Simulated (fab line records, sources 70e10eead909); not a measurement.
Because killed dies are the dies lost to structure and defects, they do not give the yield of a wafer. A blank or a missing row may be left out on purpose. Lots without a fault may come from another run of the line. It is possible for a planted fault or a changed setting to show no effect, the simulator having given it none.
Which tool is to blame? || flow nand harc || 10 lots with 28 wafers sampled at 5 steps, on a route of 1159 steps

## WHAT EACH GAUGE READ, for each wafer
NHARC_HYBRID_BOND_OVL_MEAS_05. Usual: overlay x nm 3 nm, standard deviation 30; overlay y nm 0 nm, standard deviation 34.
{"lot": "L884", "measured": "day 18 15:41", "on": "overlay-02", "overlay x nm (nm)": "2 6 -6", "overlay y nm (nm)": "-25 67 -24", "flag": ""}
{"lot": "L883", "measured": "day 18 15:42", "on": "overlay-02", "overlay x nm (nm)": "7 40 18", "overlay y nm (nm)": "-8 -8 30", "flag": ""}
{"lot": "L886", "measured": "day 18 15:41", "on": "overlay-01", "overlay x nm (nm)": "11 -24 -2", "overlay y nm (nm)": "-1 30 6", "flag": ""}
{"lot": "L885", "measured": "day 18 23:48", "on": "overlay-02", "overlay x nm (nm)": "16 -23 -25", "overlay y nm (nm)": "-41 31 22", "flag": ""}
{"lot": "L888", "measured": "day 19 11:41", "on": "overlay-01", "overlay x nm (nm)": "11 53 48", "overlay y nm (nm)": "-5 22 -21", "flag": ""}
{"lot": "L889", "measured": "day 19 11:41", "on": "overlay-02", "overlay x nm (nm)": "-10 -27 -1", "overlay y nm (nm)": "-8 41 -25", "flag": ""}
{"lot": "L887", "measured": "day 19 20:22", "on": "overlay-01", "overlay x nm (nm)": "15 -11 -26", "overlay y nm (nm)": "33 82 -30", "flag": ""}
{"lot": "L892", "measured": "day 20 07:08", "on": "overlay-01", "overlay x nm (nm)": "13 23 -49", "overlay y nm (nm)": "-1 23 -10", "flag": ""}
{"lot": "L896", "measured": "day 21 16:40", "on": "overlay-01", "overlay x nm (nm)": "-13 5 64", "overlay y nm (nm)": "8 10 50", "flag": ""}
{"lot": "L900", "measured": "day 23 04:07", "on": "overlay-02", "overlay x nm (nm)": -46, "overlay y nm (nm)": 60, "flag": ""}

NHARC_THIN_TSV_THK_MEAS_02: measures by ir. Usual: thk nm at 3016 nm, with a standard deviation of 210.
{"lot": "L884", "measured": "day 18 17:22", "on": "film metro-02", "thk nm (nm)": "3052 3131 3164", "flag": ""}
{"lot": "L883", "measured": "day 18 19:47", "on": "film metro-02", "thk nm (nm)": "2741 3051 3233", "flag": ""}
{"lot": "L886", "measured": "day 18 18:35", "on": "film metro-02", "thk nm (nm)": "3398 2803 3000", "flag": ""}
{"lot": "L885", "measured": "day 19 01:30", "on": "film metro-02", "thk nm (nm)": "2706 2860 2831", "flag": ""}
{"lot": "L888", "measured": "day 19 14:35", "on": "film metro-01", "thk nm (nm)": "3313 3188 3156", "flag": ""}
{"lot": "L889", "measured": "day 19 13:22", "on": "film metro-02", "thk nm (nm)": "2881 3124 3213", "flag": ""}
{"lot": "L887", "measured": "day 19 22:03", "on": "film metro-01", "thk nm (nm)": "3151 3063 2974", "flag": ""}
{"lot": "L892", "measured": "day 20 08:50", "on": "film metro-01", "thk nm (nm)": "2840 2982 3284", "flag": ""}
{"lot": "L896", "measured": "day 21 20:46", "on": "film metro-01", "thk nm (nm)": "3212 3169 3262", "flag": ""}
{"lot": "L900", "measured": "day 23 05:48", "on": "film metro-01", "thk nm (nm)": 2, "flag": "OFF"}

## TOOL THAT RAN EACH LOT (tool first, then ch and the chambers of the sampled wafers, then the start)
{"lot": "L884", "NHARC_A_BONDPAD_ETCH_34": "rie diel-13 ch 0,3, day 17 20:47", "NHARC_HYBRID_BOND_ACTIVATE_00": "rie diel-05 ch 1,2,3, day 17 23:23", "NHARC_THIN_TSV_GRIND_00": "grinder-01 ch 0, day 18 16:05"}
{"lot": "L883", "NHARC_A_BONDPAD_ETCH_34": "rie diel-13 ch 2,3, day 17 23:54", "NHARC_HYBRID_BOND_ACTIVATE_00": "rie diel-03 ch 0,2,3, day 18 02:31", "NHARC_THIN_TSV_GRIND_00": "grinder-01 ch 0, day 18 18:18"}
{"lot": "L886", "NHARC_A_BONDPAD_ETCH_34": "rie diel-13 ch 0,1,3, day 18 05:58", "NHARC_HYBRID_BOND_ACTIVATE_00": "rie diel-05 ch 0,2, day 18 08:35", "NHARC_THIN_TSV_GRIND_00": "grinder-01 ch 0, day 18 17:29"}
{"lot": "L885", "NHARC_A_BONDPAD_ETCH_34": "rie diel-13 ch 0,2,3, day 18 07:48", "NHARC_HYBRID_BOND_ACTIVATE_00": "rie diel-02 ch 0,1,3, day 18 10:22", "NHARC_THIN_TSV_GRIND_00": "grinder-01 ch 0, day 19 00:24"}
{"lot": "L888", "NHARC_A_BONDPAD_ETCH_34": "rie diel-13 ch 0,1,2, day 18 20:44", "NHARC_HYBRID_BOND_ACTIVATE_00": "rie diel-05 ch 1,2, day 18 23:28", "NHARC_THIN_TSV_GRIND_00": "grinder-01 ch 0, day 19 13:41"}
{"lot": "L889", "NHARC_A_BONDPAD_ETCH_34": "rie diel-13 ch 0,3, day 19 02:17", "NHARC_HYBRID_BOND_ACTIVATE_00": "rie diel-03 ch 2,3, day 19 04:50", "NHARC_THIN_TSV_GRIND_00": "grinder-01 ch 0, day 19 12:05"}
{"lot": "L887", "NHARC_A_BONDPAD_ETCH_34": "rie diel-13 ch 2,3, day 19 10:12", "NHARC_HYBRID_BOND_ACTIVATE_00": "rie diel-05 ch 0,1, day 19 12:47", "NHARC_THIN_TSV_GRIND_00": "grinder-01 ch 0, day 19 20:46"}
{"lot": "L892", "NHARC_A_BONDPAD_ETCH_34": "rie diel-09 ch 0,1, day 19 18:47", "NHARC_HYBRID_BOND_ACTIVATE_00": "rie diel-05 ch 1,3, day 19 21:24", "NHARC_THIN_TSV_GRIND_00": "grinder-01 ch 0, day 20 07:20"}
{"lot": "L896", "NHARC_A_BONDPAD_ETCH_34": "rie diel-09 ch 0,3, day 21 05:12", "NHARC_HYBRID_BOND_ACTIVATE_00": "rie diel-05 ch 2,3, day 21 07:46", "NHARC_THIN_TSV_GRIND_00": "grinder-01 ch 0, day 21 19:16"}
{"lot": "L900", "NHARC_A_BONDPAD_ETCH_34": "rie diel-10 ch 0, day 22 16:11", "NHARC_HYBRID_BOND_ACTIVATE_00": "rie diel-03 ch 0, day 22 19:08", "NHARC_THIN_TSV_GRIND_00": "grinder-01 ch 0, day 23 04:19"}
- NHARC_A_BONDPAD_ETCH_34: etches the open film in N2/H2, target depth 60 nm, overetch 18 nm, time 65.91 s.
- NHARC_HYBRID_BOND_ACTIVATE_00: chemistry N2, time 60 s.
- NHARC_THIN_TSV_GRIND_00

## WHAT THE TOOLS THEMSELVES READ (means of the sampled wafers that have a number; where no wafer has one, the mark that the record gives instead)
NHARC_A_BONDPAD_ETCH_34. Usual: bias w 150.0 W (standard deviation 0.44); drypump motor current A 5.7 A (standard deviation 0.32); h2 flow sccm 150.0 sccm (standard deviation 0.47); oes product au 1.005 a.u. (standard deviation 0.011); rf vpp V 432.0 V (standard deviation 2.3); showerhead plenum p Torr 2.09 Torr (standard deviation 0.078); throttle valve pct 14.172 % (standard deviation 0.0086).
{"lot": "L884", "tool": "rie diel-13", "bias w (W)": 149.9, "drypump motor current A (A)": 5.6, "h2 flow sccm (sccm)": 150.0, "oes product au (a.u.)": 1.029, "rf vpp V (V)": 433.5, "showerhead plenum p Torr (Torr)": 2.14, "throttle valve pct (%)": 14.168, "flag": ""}
{"lot": "L883", "tool": "rie diel-13", "bias w (W)": 150.6, "drypump motor current A (A)": 5.5, "h2 flow sccm (sccm)": 149.9, "oes product au (a.u.)": 1.005, "rf vpp V (V)": 432.1, "showerhead plenum p Torr (Torr)": 2.12, "throttle valve pct (%)": 14.164, "flag": ""}
{"lot": "L886", "tool": "rie diel-13", "bias w (W)": 150.1, "drypump motor current A (A)": 5.8, "h2 flow sccm (sccm)": 149.8, "oes product au (a.u.)": 1.014, "rf vpp V (V)": 433.3, "showerhead plenum p Torr (Torr)": 2.12, "throttle valve pct (%)": 14.174, "flag": ""}
{"lot": "L885", "tool": "rie diel-13", "bias w (W)": 150.2, "drypump motor current A (A)": 5.6, "h2 flow sccm (sccm)": 150.1, "oes product au (a.u.)": 1.008, "rf vpp V (V)": 432.5, "showerhead plenum p Torr (Torr)": 2.11, "throttle valve pct (%)": 14.178, "flag": ""}
{"lot": "L888", "tool": "rie diel-13", "bias w (W)": 149.9, "drypump motor current A (A)": 5.8, "h2 flow sccm (sccm)": 150.0, "oes product au (a.u.)": 1.004, "rf vpp V (V)": 432.5, "showerhead plenum p Torr (Torr)": 2.09, "throttle valve pct (%)": 14.173, "flag": ""}
{"lot": "L889", "tool": "rie diel-13", "bias w (W)": 149.9, "drypump motor current A (A)": 5.6, "h2 flow sccm (sccm)": 150.0, "oes product au (a.u.)": 1.018, "rf vpp V (V)": 433.9, "showerhead plenum p Torr (Torr)": 2.14, "throttle valve pct (%)": 14.178, "flag": ""}
{"lot": "L887", "tool": "rie diel-13", "bias w (W)": 149.7, "drypump motor current A (A)": 5.5, "h2 flow sccm (sccm)": 149.7, "oes product au (a.u.)": 1.003, "rf vpp V (V)": 431.8, "showerhead plenum p Torr (Torr)": 2.11, "throttle valve pct (%)": 14.173, "flag": ""}
{"lot": "L892", "tool": "rie diel-09", "bias w (W)": 149.5, "drypump motor current A (A)": 5.3, "h2 flow sccm (sccm)": 149.9, "oes product au (a.u.)": 0.996, "rf vpp V (V)": 430.3, "showerhead plenum p Torr (Torr)": 2.05, "throttle valve pct (%)": 14.162, "flag": ""}
{"lot": "L896", "tool": "rie diel-09", "bias w (W)": 150.5, "drypump motor current A (A)": 5.8, "h2 flow sccm (sccm)": 150.2, "oes product au (a.u.)": 0.997, "rf vpp V (V)": 429.1, "showerhead plenum p Torr (Torr)": 2.00, "throttle valve pct (%)": 14.169, "flag": ""}
{"lot": "L900", "tool": "rie diel-10", "bias w (W)": 149.7, "drypump motor current A (A)": 5.7, "h2 flow sccm (sccm)": 150.6, "oes product au (a.u.)": 1.006, "rf vpp V (V)": 434.9, "showerhead plenum p Torr (Torr)": 2.17, "throttle valve pct (%)": 14.181, "flag": ""}

NHARC_HYBRID_BOND_ACTIVATE_00. Usual: drypump motor current A 5.7 A, standard deviation 0.52; oes product au 1.000 a.u., standard deviation 0.0081; rf vpp V 64.2 V, standard deviation 0.9; showerhead plenum p Torr 1.78 Torr, standard deviation 0.078.
{"lot": "L884", "tool": "rie diel-05", "drypump motor current A (A)": 5.9, "oes product au (a.u.)": 0.999, "rf vpp V (V)": 64.7, "showerhead plenum p Torr (Torr)": 1.75, "flag": ""}
{"lot": "L883", "tool": "rie diel-03", "drypump motor current A (A)": 5.6, "oes product au (a.u.)": 0.994, "rf vpp V (V)": 64.0, "showerhead plenum p Torr (Torr)": 1.74, "flag": ""}
{"lot": "L886", "tool": "rie diel-05", "drypump motor current A (A)": 5.2, "oes product au (a.u.)": 0.999, "rf vpp V (V)": 64.1, "showerhead plenum p Torr (Torr)": 1.85, "flag": ""}
{"lot": "L885", "tool": "rie diel-02", "drypump motor current A (A)": 5.6, "oes product au (a.u.)": 0.996, "rf vpp V (V)": 64.0, "showerhead plenum p Torr (Torr)": 1.73, "flag": ""}
{"lot": "L888", "tool": "rie diel-05", "drypump motor current A (A)": 6.0, "oes product au (a.u.)": 1.003, "rf vpp V (V)": 63.5, "showerhead plenum p Torr (Torr)": 1.77, "flag": ""}
{"lot": "L889", "tool": "rie diel-03", "drypump motor current A (A)": 5.9, "oes product au (a.u.)": 1.002, "rf vpp V (V)": 63.3, "showerhead plenum p Torr (Torr)": 1.73, "flag": ""}
{"lot": "L887", "tool": "rie diel-05", "drypump motor current A (A)": 5.5, "oes product au (a.u.)": 0.998, "rf vpp V (V)": 65.3, "showerhead plenum p Torr (Torr)": 1.84, "flag": ""}
{"lot": "L892", "tool": "rie diel-05", "drypump motor current A (A)": 5.9, "oes product au (a.u.)": 0.998, "rf vpp V (V)": 63.3, "showerhead plenum p Torr (Torr)": 1.72, "flag": ""}
{"lot": "L896", "tool": "rie diel-05", "drypump motor current A (A)": 5.7, "oes product au (a.u.)": 1.005, "rf vpp V (V)": 64.8, "showerhead plenum p Torr (Torr)": 1.76, "flag": ""}
{"lot": "L900", "tool": "rie diel-03", "drypump motor current A (A)": 5.2, "oes product au (a.u.)": 1.001, "rf vpp V (V)": 63.4, "showerhead plenum p Torr (Torr)": 1.68, "flag": ""}

NHARC_THIN_TSV_GRIND_00. Usual: motor current A at 12.003 A, with a standard deviation of 0.021.
{"lot": "L884", "tool": "grinder-01", "motor current A (A)": 12.014, "flag": ""}
{"lot": "L883", "tool": "grinder-01", "motor current A (A)": 11.990, "flag": ""}
{"lot": "L886", "tool": "grinder-01", "motor current A (A)": 11.981, "flag": ""}
{"lot": "L885", "tool": "grinder-01", "motor current A (A)": 12.010, "flag": ""}
{"lot": "L888", "tool": "grinder-01", "motor current A (A)": 11.997, "flag": ""}
{"lot": "L889", "tool": "grinder-01", "motor current A (A)": 12.009, "flag": ""}
{"lot": "L887", "tool": "grinder-01", "motor current A (A)": 12.018, "flag": ""}
{"lot": "L892", "tool": "grinder-01", "motor current A (A)": 12.005, "flag": ""}
{"lot": "L896", "tool": "grinder-01", "motor current A (A)": 12.019, "flag": ""}
{"lot": "L900", "tool": "grinder-01", "motor current A (A)": 11.972, "flag": ""}

## THE ANSWER, worked out from the rows above alone
Rule: take the mean of a lot's wafers that have a number; if it is more than 3 standard deviations from the usual mean, the lot is off. A lot without any number at a reading at which 4 lots or more have one is off too. The other lots that the step has rows for count as sound. First the gauges in route order, then the tools' own readings, where a lot's mean is used as printed above. The first step at which some lot is off is used, and at that step the reading that is off furthest; a lot without a number counts as furthest.
Off at NHARC_THIN_TSV_THK_MEAS_02 (thk nm): L900.
A tool fits if, at a process step before that reading, it ran every lot that is off, and no sound lot after the first of them. The gauges at NHARC_THIN_TSV_THK_MEAS_02 are tried like those tools. Can't be told from this: 4 tools fit, rie diel-10 at NHARC_A_BONDPAD_ETCH_34, rie diel-03 at NHARC_HYBRID_BOND_ACTIVATE_00, grinder-01 at NHARC_THIN_TSV_GRIND_00, film metro-01 at NHARC_THIN_TSV_THK_MEAS_02.

## WHAT WAS PUT IN BY THE SIMULATOR
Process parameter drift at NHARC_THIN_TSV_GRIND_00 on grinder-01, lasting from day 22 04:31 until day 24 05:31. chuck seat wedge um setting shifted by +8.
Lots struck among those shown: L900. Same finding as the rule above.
